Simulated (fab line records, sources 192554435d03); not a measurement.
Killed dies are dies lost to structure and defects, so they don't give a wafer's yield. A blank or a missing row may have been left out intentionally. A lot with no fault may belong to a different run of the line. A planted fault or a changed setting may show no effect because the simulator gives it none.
Split-lot study -- flow n5_finfet -- on a route of 1938 steps: 7 lots, 39 wafers read

SPLIT DETAILS
At N5_FIN_SAQP_HM_DEP_72 (deposits SiO2 from SiH4/N2O, target thk 12 nm, time 7.2 s), the setting target_thk_a was moved away from the recipe's 120 angstrom on 18 of the 39 wafers read, by -33.8% to +41.6%. For the rest of the wafers, this setting stayed at what the recipe calls for.

FROM THE SPLIT TO THE READING: what the file shows between them, 4 steps
- N5_FIN_SAQP_COAT_49: time 60 s, resist thk 100 nm
- N5_FIN_SAQP_COAT_50: time 60 s, resist thk 35 nm
- N5_FIN_SAQP_ETCH_52: etches SOC in N2/H2, target depth 100 nm, overetch 20 nm, time 150 s
- N5_FIN_SAQP_STRIP_53: strips in N2/H2

THE READING
etch.depth_nm (the simulator's own value, which no gauge read), in nm, at N5_FIN_SAQP_HM_OPEN_73 (chemistry CHF3/O2, target SiO2, stops on a-Si, target depth 12 nm, time 16.8 s). The file gives no usual value for it. Across the 21 wafers here that went through the recipe, the average is 11.999 nm and the standard deviation 0.1 nm.

wafer,"tool, chamber at the split","target_thk_a as run, angstrom",against the recipe,"etch.depth_nm, nm",against lot-mates on the recipe
L074.3,"pecvd-01, 1",120,recipe,11.98,-
L074.5,"pecvd-01, 2",120,recipe,12.05,-
L074.6,"pecvd-01, 1",120,recipe,12.18,-
L075.1,"pecvd-01, 0",120,recipe,12.12,-
L075.2,"pecvd-01, 2",120,recipe,11.96,-
L075.3,"pecvd-01, 1",146.5,+22.1%,14.6,+2.597
L075.4,"pecvd-01, 2",120,recipe,11.93,-
L075.5,"pecvd-01, 1",146.5,+22.1%,14.84,+2.837
L075.6,"pecvd-01, 0",146.5,+22.1%,14.91,+2.907
L080.1,"pecvd-03, 0",120,recipe,11.87,-
L080.2,"pecvd-03, 1",79.45,-33.8%,7.853,-4.154
L080.3,"pecvd-03, 1",120,recipe,12.07,-
L080.4,"pecvd-03, 0",79.45,-33.8%,7.962,-4.045
L080.5,"pecvd-03, 0",120,recipe,12.08,-
L080.6,"pecvd-03, 1",79.45,-33.8%,8.015,-3.992
L081.1,"pecvd-01, 1",120,recipe,11.87,-
L081.2,"pecvd-01, 0",167.5,+39.6%,16.56,+4.640
L081.3,"pecvd-01, 2",120,recipe,11.79,-
L081.4,"pecvd-01, 1",167.5,+39.6%,16.82,+4.900
L081.5,"pecvd-01, 2",120,recipe,12.1,-
L081.6,"pecvd-01, 0",167.5,+39.6%,17.08,+5.160
L088.1,"pecvd-04, 1,0",153.3,+27.8%,15.54,+3.533
L088.5,"pecvd-04, 1,0",153.3,+27.8%,15.54,+3.533
L088.2,"pecvd-04, 2",120,recipe,11.95,-
L088.3,"pecvd-04, 0",120,recipe,11.93,-
L088.4,"pecvd-04, 1",153.3,+27.8%,15.86,+3.853
L088.6,"pecvd-04, 2",120,recipe,12.14,-
L093.1,"pecvd-04, 1",157.9,+31.6%,15.87,+3.907
L093.2,"pecvd-04, 0",157.9,+31.6%,15.6,+3.637
L093.3,"pecvd-04, 2",157.9,+31.6%,15.56,+3.597
L093.4,"pecvd-04, 1",120,recipe,12,-
L093.5,"pecvd-04, 0",120,recipe,11.86,-
L093.6,"pecvd-04, 2",120,recipe,12.03,-
L094.1,"pecvd-04, 2",120,recipe,11.97,-
L094.2,"pecvd-04, 1",169.9,+41.6%,17.06,+5.037
L094.3,"pecvd-04, 0",169.9,+41.6%,16.88,+4.857
L094.4,"pecvd-04, 0",120,recipe,12.08,-
L094.5,"pecvd-04, 1",120,recipe,12.02,-
L094.6,"pecvd-04, 2",169.9,+41.6%,16.94,+4.917
Rows listing several chambers each stand for several wafers; the file does not say which wafer went through which chamber.

THE FIT
A straight line over all 39 wafers: etch.depth_nm changes by +0.121 nm for each +1% of target_thk_a; r = +1.00; the points scatter about the line by 0.16 nm.
The same after taking each lot's own level away (the mean of its wafers on the recipe; 39 wafers): +0.122 nm for each +1%; r = +1.00; scatter 0.15 nm.
That fit puts the effect of the largest move of target_thk_a on the reading at 5.1 nm.
The span of the lots' own levels, 11.9200 to 12.0700 nm, comes to 1.5 times the standard deviation stated above.
The two slopes agree, so the slope changes little with the lot-to-lot level.
Check: for one of the wafers moved furthest among these (+41.6%), held out of the fit, the line's prediction against its lot-mates is +5.08 nm. It came out at +5.04 nm against them.

THE WHOLE CHAIN: every reading that the file lists as answering this split, in the file's order
step,what it does,reading,change (the file's fit),r (the file's)
N5_FIN_SAQP_HM_DEP_72,"deposits SiO2 from SiH4/N2O, target thk 12 nm, time 7.2 s","SiO2_of_FIN_SAQP_HM_DEP_72.thk_nm (the simulator's own value, which no gauge read)",+0.122 nm for each +1% of the setting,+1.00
N5_FIN_SAQP_HM_OPEN_73,"chemistry CHF3/O2, target SiO2, stops on a-Si, target depth 12 nm, time 16.8 s","etch.depth_nm (the simulator's own value, which no gauge read)",+0.122 nm for each +1% of the setting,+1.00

FILE'S OWN FIT
etch.depth_nm changes by +0.122 nm for each +1% of target_thk_a, r = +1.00.
